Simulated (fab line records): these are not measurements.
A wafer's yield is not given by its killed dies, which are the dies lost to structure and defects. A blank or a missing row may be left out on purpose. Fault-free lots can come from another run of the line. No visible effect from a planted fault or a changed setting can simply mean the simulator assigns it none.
Which tool did it?    flow n5-finfet    26 wafers from 9 lots sampled at 6 of the route's 1938 steps

WHAT EACH GAUGE READ, for each wafer
N5_BEOL_M4_CD_MEAS_28: target cd 26.2 nm, target cd y 24.1 nm. Usual: cd-nm reads 26.13 nm (standard deviation 0.24).
lot   measured      on         cd-nm (nm)         flag
L586  day 7 11:18   cd-sem-03  25.96 26.11 26.01  
L587  day 7 19:30   cd-sem-03  26.65 25.97 26.15  
L588  day 8 02:43   cd-sem-02  26.45 26.53        
L595  day 9 22:44   cd-sem-03  25.95 25.74 25.98  
L594  day 10 06:44  cd-sem-02  26.52 26.73 26.01  
L601  day 11 09:57  cd-sem-03  26.11 26.26 26.18  
L603  day 11 20:13  cd-sem-03  26.48 25.75 26.16  
L608  day 13 10:31  cd-sem-02  26.21 26.05 26.24  
L609  day 13 17:48  cd-sem-01  26.15 25.89 26.21  

N5_BEOL_M4_INSPECT_30: inspects for defects (brightfield). Usual: raw-defect-count reads 393 (standard deviation 93).
lot   measured      on                 raw-defect-count  flag
L586  day 7 11:23   defect-inspect-01  407 426 352       
L587  day 7 19:35   defect-inspect-01  460 517 354       
L588  day 8 02:49   defect-inspect-02  300 337           
L595  day 9 22:50   defect-inspect-01  393 415 499       
L594  day 10 06:49  defect-inspect-02  331 352 390       
L601  day 11 10:02  defect-inspect-01  861 413 301       
L603  day 11 20:19  defect-inspect-02  381 1000 528      
L608  day 13 10:36  defect-inspect-02  356 392 357       
L609  day 13 17:53  defect-inspect-01  394 417 365       

N5_BEOL_M4_RC_MEAS_101. Usual: DIBL_N 37.5 mV/V, standard deviation 2.5; DIBL_P 38 mV/V, standard deviation 3.1; IOFF_N 0.19 nA/um, standard deviation 0.059; IOFF_P 0.24 nA/um, standard deviation 0.061; ION_N 679 uA/um, standard deviation 16; ION_P 465 uA/um, standard deviation 9.8; SS_N 72.0 mV/dec, standard deviation 0.8; SS_P 73.7 mV/dec, standard deviation 0.86; VT_N 248 mV, standard deviation 4.5; VT_P -249 mV, standard deviation 3.5.
lot   measured      on         DIBL_N (mV/V)   DIBL_P (mV/V)  IOFF_N (nA/um)  IOFF_P (nA/um)  ION_N (uA/um)  ION_P (uA/um)  SS_N (mV/dec)   SS_P (mV/dec)   VT_N (mV)    VT_P (mV)       flag
L586  day 7 19:21   prober-02  34.1 37.8 39.7  36 37 40       0.12 0.18 0.23  0.20 0.22 0.27  659 678 679    459 466 459    70.6 72.3 72.7  72.8 73.5 74.2  254 251 248  -249 -250 -245  
L587  day 8 02:04   prober-02  37.3 37.3 37.4  38 40 38       0.18 0.19 0.18  0.23 0.27 0.22  677 675 676    459 465 460    72.0 72.5 72.6  73.5 74.2 73.8  250 248 255  -250 -248 -252  
L588  day 8 11:52   prober-02  37.4 35.7       40 38          0.18 0.14       0.24 0.19       675 666        466 463        71.5 71.5       73.8 73.9       248 254      -248 -252       
L595  day 10 09:25  prober-01  41.4 37.6 38.9  40 35 38       0.27 0.15 0.19  0.33 0.21 0.28  702 671 679    477 458 468    72.5 71.6 72.4  74.7 73.5 73.4  244 255 246  -244 -247 -244  
L594  day 10 21:11  prober-01  34.4 38.7 37.1  35 39 37       0.10 0.18 0.14  0.16 0.24 0.20  657 673 651    453 467 452    70.8 71.8 71.5  73.2 74.1 73.1  260 247 252  -253 -249 -251  
L601  day 11 18:13  prober-01  39.9 39.4 39.4  42 43 43       0.28 0.25 0.26  0.31 0.32 0.32  702 690 686    470 468 470    72.3 71.7 72.6  74.8 75.0 74.6  242 246 243  -245 -244 -246  
L603  day 12 19:31  prober-01  40.7 38.4 34.4  41 37 34       0.24 0.19 0.12  0.26 0.20 0.16  697 664 658    471 453 449    72.1 72.4 71.9  74.2 73.8 72.4  243 251 255  -248 -255 -254  
L608  day 14 00:07  prober-02  37.5 34.7 37.5  39 35 40       0.18 0.13 0.19  0.22 0.17 0.26  679 673 677    466 459 463    72.5 71.5 72.1  73.7 73.4 74.5  251 254 248  -252 -252 -249  
L609  day 14 05:08  prober-02  36.5 36.5 36.0  37 39 37       0.18 0.19 0.15  0.22 0.27 0.20  681 690 677    462 476 461    72.6 72.7 72.3  73.0 74.0 73.7  250 247 253  -249 -247 -253  

EACH LOT AND THE TOOL THAT RAN IT (in order: tool; ch and the chambers of the sampled wafers; start)
lot   N5_BEOL_M4_HM_OPEN_17              N5_BEOL_M4_STRIP_19                 N5_BEOL_M4_STRIP_97
L586  rie-metal-02 ch 0,1, day 7 10:37   rie-diel-01 ch 1,2, day 7 10:47     rie-diel-05 ch 0,1,2, day 7 19:21 or earlier
L587  rie-metal-01 ch 0,1, day 7 19:02   rie-diel-01 ch 0,1,3, day 7 19:07   rie-diel-01 ch 0,1, day 8 02:04 or earlier
L588  rie-metal-01 ch 1, day 8 02:14     rie-diel-01 ch 0, day 8 02:19       rie-diel-03 ch 0,2, day 8 11:52 or earlier
L595  rie-metal-03 ch 0,1, day 9 22:14   rie-diel-01 ch 0,1,3, day 9 22:21   rie-diel-05 ch 1,2,3, day 10 09:25 or earlier
L594  rie-metal-01 ch 0,1, day 10 06:07  rie-diel-03 ch 0,2,3, day 10 06:20  rie-diel-05 ch 0,1,2, day 10 21:11 or earlier
L601  rie-metal-01 ch 0,1, day 11 09:21  rie-diel-05 ch 0,1,3, day 11 09:34  rie-diel-03 ch 1,2,3, day 11 18:13 or earlier
L603  rie-metal-01 ch 0,1, day 11 19:43  rie-diel-03 ch 0,1,2, day 11 19:50  rie-diel-01 ch 0,3, day 12 19:31 or earlier
L608  rie-metal-03 ch 0,1, day 13 09:44  rie-diel-01 ch 0,1,2, day 13 10:07  rie-diel-03 ch 1,2,3, day 14 00:07 or earlier
L609  rie-metal-03 ch 0,1, day 13 17:10  rie-diel-03 ch 1,2,3, day 13 17:17  rie-diel-05 ch 1,2,3, day 14 05:08 or earlier
- N5_BEOL_M4_HM_OPEN_17: chemistry Cl2/BCl3, target TiN, target depth 20 nm, overetch 6 nm.
- N5_BEOL_M4_STRIP_19: strips in O2.
- N5_BEOL_M4_STRIP_97: strips in N2/H2, time 10 s.

WHAT THE TOOLS THEMSELVES READ (means of the sampled wafers that have a number; where no wafer has one, the mark that the record gives instead)
N5_BEOL_M4_HM_OPEN_17. Usual: bias-w 126.0 W, standard deviation 0.37; drypump-motor-current-A 5.6 A, standard deviation 0.53; oes-product-au 0.62 a.u., standard deviation 0.085; throttle-valve-pct 22.2 %, standard deviation 0.31.
lot   tool          bias-w (W)  drypump-motor-current-A (A)  oes-product-au (a.u.)  throttle-valve-pct (%)  flag
L586  rie-metal-02  126.2       6.4                          0.51                   22.3                    
L587  rie-metal-01  125.7       5.5                          0.65                   21.9                    
L588  rie-metal-01  125.7       5.8                          0.68                   21.8                    
L595  rie-metal-03  126.2       5.6                          0.69                   22.4                    
L594  rie-metal-01  126.2       5.5                          0.64                   21.9                    
L601  rie-metal-01  126.1       5.5                          0.63                   21.9                    
L603  rie-metal-01  126.0       5.5                          0.63                   21.9                    
L608  rie-metal-03  126.3       5.6                          0.67                   22.4                    
L609  rie-metal-03  125.9       5.7                          0.61                   22.5                    

N5_BEOL_M4_STRIP_19. Usual: drypump-motor-current-A 5.5 A, standard deviation 0.43; oes-product-au 0.81 a.u., standard deviation 0.09; rf-vpp-V 3.6 V, standard deviation 0.49; showerhead-plenum-p-Torr 2.14 Torr, standard deviation 0.077; temp-c 39.98 C, standard deviation 0.11; throttle-valve-pct 16.70 %, standard deviation 0.27.
lot   tool         drypump-motor-current-A (A)  oes-product-au (a.u.)  rf-vpp-V (V)  showerhead-plenum-p-Torr (Torr)  temp-c (C)  throttle-valve-pct (%)  flag
L586  rie-diel-01  5.6                          0.69                   3.0           2.06                             40.03       17.24                   
L587  rie-diel-01  5.5                          0.82                   3.8           2.15                             39.94       16.71                   
L588  rie-diel-01  5.8                          0.96                   3.0           2.15                             40.07       16.61                   
L595  rie-diel-01  5.5                          0.78                   3.5           2.14                             39.94       16.75                   
L594  rie-diel-03  5.6                          0.79                   3.5           2.14                             39.96       16.71                   
L601  rie-diel-05  5.5                          0.82                   3.6           2.08                             39.94       16.57                   
L603  rie-diel-03  5.5                          0.81                   3.0           2.14                             39.95       16.66                   
L608  rie-diel-01  5.6                          0.89                   3.7           2.18                             39.97       16.74                   
L609  rie-diel-03  5.5                          0.81                   3.9           2.20                             39.94       16.55                   

N5_BEOL_M4_STRIP_97. Usual: drypump-motor-current-A 5.6 A, standard deviation 0.39; oes-product-au 0.81 a.u., standard deviation 0.092; rf-vpp-V 59.4 V, standard deviation 0.89; showerhead-plenum-p-Torr 2.58 Torr, standard deviation 0.097; temp-c 40.00 C, standard deviation 0.12; throttle-valve-pct 23.5 %, standard deviation 0.55.
lot   tool         drypump-motor-current-A (A)  oes-product-au (a.u.)  rf-vpp-V (V)  showerhead-plenum-p-Torr (Torr)  temp-c (C)  throttle-valve-pct (%)  flag
L586  rie-diel-05  5.3                          0.78                   58.8          2.50                             40.03       23.4                    
L587  rie-diel-01  5.5                          0.87                   59.4          2.60                             40.11       24.1                    
L588  rie-diel-03  5.8                          0.81                   58.9          2.54                             39.96       23.6                    
L595  rie-diel-05  5.9                          0.77                   58.4          2.45                             39.98       23.3                    
L594  rie-diel-05  5.3                          0.76                   59.6          2.49                             39.94       23.4                    
L601  rie-diel-03  5.5                          0.84                   59.4          2.67                             40.11       23.3                    
L603  rie-diel-01  5.7                          0.83                   59.5          2.56                             39.98       23.6                    
L608  rie-diel-03  5.5                          0.81                   60.3          2.66                             39.96       23.3                    
L609  rie-diel-05  5.9                          0.87                   59.4          2.44                             39.97       23.2                    

THE ANSWER, worked out from the rows above alone
Rule: a lot is off if the mean of its wafers that have a number lies more than 3 standard deviations from the usual mean. Also off: a lot with no number at a reading for which 4 or more lots have one. Where the step has rows for the other lots, those lots are counted as sound. First the gauges in route order, then the tools' own readings, where a lot's mean is used as printed above. The first step at which some lot is off is used, and at that step the reading that is off furthest; a lot without a number counts as furthest.
No lot is off at any reading shown: from this, nothing can be told.

WHAT HAD BEEN PUT IN BY THE SIMULATOR
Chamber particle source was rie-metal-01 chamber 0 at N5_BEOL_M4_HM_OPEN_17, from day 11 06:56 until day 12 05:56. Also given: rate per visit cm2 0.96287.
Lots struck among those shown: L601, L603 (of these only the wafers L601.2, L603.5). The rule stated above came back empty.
